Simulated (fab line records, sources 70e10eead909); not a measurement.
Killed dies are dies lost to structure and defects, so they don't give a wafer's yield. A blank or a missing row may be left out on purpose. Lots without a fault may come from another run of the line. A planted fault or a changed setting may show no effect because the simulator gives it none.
Which tool did it? | flow nand_harc | 13 lots, 39 wafers sampled, at 5 steps of a route of 1159

WHAT THE GAUGES READ, wafer by wafer
NHARC_P_ZERO_WELL_CD_MEAS_11: target cd 500 nm.
lot  | measured    | on        | cd_nm (nm)
L497 | day 1 19:15 | cd_sem-03 | 495.3 503.2 501.0
L498 | day 2 01:23 | cd_sem-01 | 497.0 499.8 500.4
L499 | day 2 07:15 | cd_sem-01 | 500.3 498.6 495.3
L500 | day 2 13:31 | cd_sem-02 | 497.9 497.2 498.2
L501 | day 2 19:15 | cd_sem-03 | 497.5 495.5 496.9
L502 | day 3 01:08 | cd_sem-01 | 500.5 498.9 501.2
L503 | day 3 07:16 | cd_sem-03 | 500.9 502.0 502.4
L506 | day 4 01:16 | cd_sem-02 | 498.3 499.2 500.6
L509 | day 4 19:07 | cd_sem-03 | 501.8 504.2 502.2
L514 | day 6 01:15 | cd_sem-01 | 503.5 500.8 500.6
L516 | day 6 13:18 | cd_sem-01 | 499.3 501.7 496.0
L518 | day 7 01:14 | cd_sem-03 | 500.2 500.9 499.8
L519 | day 7 07:07 | cd_sem-02 | 500.2 493.4 500.8

NHARC_P_ZERO_WELL_CD_MEAS_52: target cd 2000 nm.
lot  | measured    | on        | cd_nm (nm)
L497 | day 1 23:38 | cd_sem-01 | 1996.2 1999.2 1998.3
L498 | day 2 05:55 | cd_sem-02 | 1998.3 1998.2 1998.0
L499 | day 2 11:55 | cd_sem-03 | 1999.3 1998.0 1998.0
L500 | day 2 18:07 | cd_sem-02 | 1998.3 1996.6 1996.3
L501 | day 2 23:45 | cd_sem-03 | 2000.0 2000.4 1998.7
L502 | day 3 05:50 | cd_sem-03 | 1997.2 2000.1 2000.1
L503 | day 3 12:17 | cd_sem-03 | 1998.7 1998.7 1997.2
L506 | day 4 05:47 | cd_sem-01 | 2000.8 2001.0 2001.2
L509 | day 5 03:29 | cd_sem-02 | 1996.2 2001.4 1998.8
L514 | day 6 05:46 | cd_sem-03 | 1997.8 2000.8 2001.2
L516 | day 6 17:55 | cd_sem-02 | 1998.4 1994.6 1997.9
L518 | day 7 05:45 | cd_sem-02 | 1995.9 1995.6 2001.4
L519 | day 7 11:44 | cd_sem-03 | 1999.7 1998.5 2000.7

NHARC_P_STI_OVL_MEAS_10.
lot  | measured    | on         | overlay_x_nm (nm) | overlay_y_nm (nm)
L497 | day 2 16:20 | overlay-02 | 0 0 0             | 3 3 3
L498 | day 3 02:59 | overlay-01 | 4 5 5             | 8 8 7
L499 | day 3 07:53 | overlay-02 | -6 -6 -6          | -5 -5 -5
L500 | day 3 08:02 | overlay-02 | -2 -3 -3          | -1 0 0
L501 | day 3 17:37 | overlay-02 | -2 -1 -1          | -7 -7 -7
L502 | day 3 23:40 | overlay-01 | 3 4 4             | 5 4 4
L503 | day 4 07:35 | overlay-02 | -3 -3 -3          | -5 -6 -5
L506 | day 4 23:24 | overlay-01 | 12 12 12          | 2 2 1
L509 | day 5 21:35 | overlay-01 | 22 22 23          | 2 2 3
L514 | day 7 02:52 | overlay-01 | 18 17 17          | -2 -2 -2
L516 | day 7 11:10 | overlay-01 | 3 3 3             | 8 9 8
L518 | day 7 23:06 | overlay-02 | 10 10 10          | 0 0 0
L519 | day 8 05:10 | overlay-01 | 0 0 -1            | 3 3 3

NHARC_P_GATE_CD_MEAS_11: target cd 1640 nm.
lot  | measured    | on        | cd_nm (nm)
L497 | day 4 08:22 | cd_sem-01 | 1639.2 1640.7 1642.7
L498 | day 4 16:30 | cd_sem-02 | 1642.4 1641.1 1637.6
L499 | day 5 00:29 | cd_sem-03 | 1640.5 1638.9 1638.3
L500 | day 5 00:19 | cd_sem-02 | 1639.8 1637.4 1638.4
L501 | day 5 08:18 | cd_sem-02 | 1639.6 1638.1 1638.9
L502 | day 5 13:41 | cd_sem-02 | 1644.8 1637.6 1638.7
L503 | day 5 22:57 | cd_sem-01 | 1639.9 1642.8 1641.0
L506 | day 6 12:01 | cd_sem-01 | 1642.2 1641.2 1641.2
L509 | day 7 05:56 | cd_sem-01 | 1640.4 1639.7 1641.8
L514 | day 8 21:58 | cd_sem-01 | 1640.5 1640.8 1636.0
L516 | day 8 21:56 | cd_sem-01 | 1640.0 1643.4 1640.6
L518 | day 9 10:54 | cd_sem-02 | 1641.3 1641.0 1641.2
L519 | day 9 19:01 | cd_sem-02 | 1642.6 1639.1 1639.2

WHICH TOOL RAN EACH LOT (tool, then ch and the chambers of the sampled wafers, then the start)
lot  | NHARC_P_STI_EXPOSE_06
L497 | krf_scanner-04 ch 0, day 2 16:06
L498 | krf_scanner-03 ch 0, day 3 02:44
L499 | krf_scanner-03 ch 0, day 3 07:39
L500 | krf_scanner-04 ch 0, day 3 07:48
L501 | krf_scanner-03 ch 0, day 3 17:23
L502 | krf_scanner-02 ch 0, day 3 23:26
L503 | krf_scanner-04 ch 0, day 4 07:21
L506 | krf_scanner-04 ch 0, day 4 23:10
L509 | krf_scanner-04 ch 0, day 5 21:20
L514 | krf_scanner-04 ch 0, day 7 02:38
L516 | krf_scanner-03 ch 0, day 7 10:55
L518 | krf_scanner-02 ch 0, day 7 22:52
L519 | krf_scanner-03 ch 0, day 8 04:56
- NHARC_P_STI_EXPOSE_06: exposes mask P STI, target cd 200 nm.

WHAT THE TOOLS THEMSELVES READ (means of the sampled wafers that have a number; where no wafer has one, the mark that the record gives instead)
NHARC_P_STI_EXPOSE_06.
lot  | tool           | exposure_dose_mJ_cm2 | stage_vel_mm_s (mm/s)
L497 | krf_scanner-04 | 37.65                | 500.12
L498 | krf_scanner-03 | 37.74                | 499.62
L499 | krf_scanner-03 | 37.68                | 500.21
L500 | krf_scanner-04 | 37.75                | 500.04
L501 | krf_scanner-03 | 37.70                | 499.69
L502 | krf_scanner-02 | 37.67                | 499.80
L503 | krf_scanner-04 | 37.68                | 500.06
L506 | krf_scanner-04 | 37.68                | 500.49
L509 | krf_scanner-04 | 37.73                | 499.92
L514 | krf_scanner-04 | 37.72                | 500.20
L516 | krf_scanner-03 | 37.68                | 499.89
L518 | krf_scanner-02 | 37.67                | 500.28
L519 | krf_scanner-03 | 37.68                | 499.90

THE ANSWER, worked out from the rows above alone
Rule: what is usual is taken from the lots themselves. Put in order of their means at a reading, lots are off if they are a third of the lots or fewer, leave a main group of 4 or more, and stand apart from it by a gap of 3 or more times the standard deviation of the main group's means; of several such gaps the widest counts. A main group whose means are all the same, to the digits that the tables above print for the reading, isn't used. A lot without any number at a reading at which 4 lots or more have one is off too. The other lots that the step has rows for count as sound. The gauges are gone through in route order, then the tools' own readings, and for those a lot's mean is taken as printed above. The first step at which some lot is off is used, and at that step the reading that is off furthest; a lot without a number counts as furthest.
No lot is off at any reading shown: from this, nothing can be told.

WHAT THE SIMULATOR HAD PUT IN
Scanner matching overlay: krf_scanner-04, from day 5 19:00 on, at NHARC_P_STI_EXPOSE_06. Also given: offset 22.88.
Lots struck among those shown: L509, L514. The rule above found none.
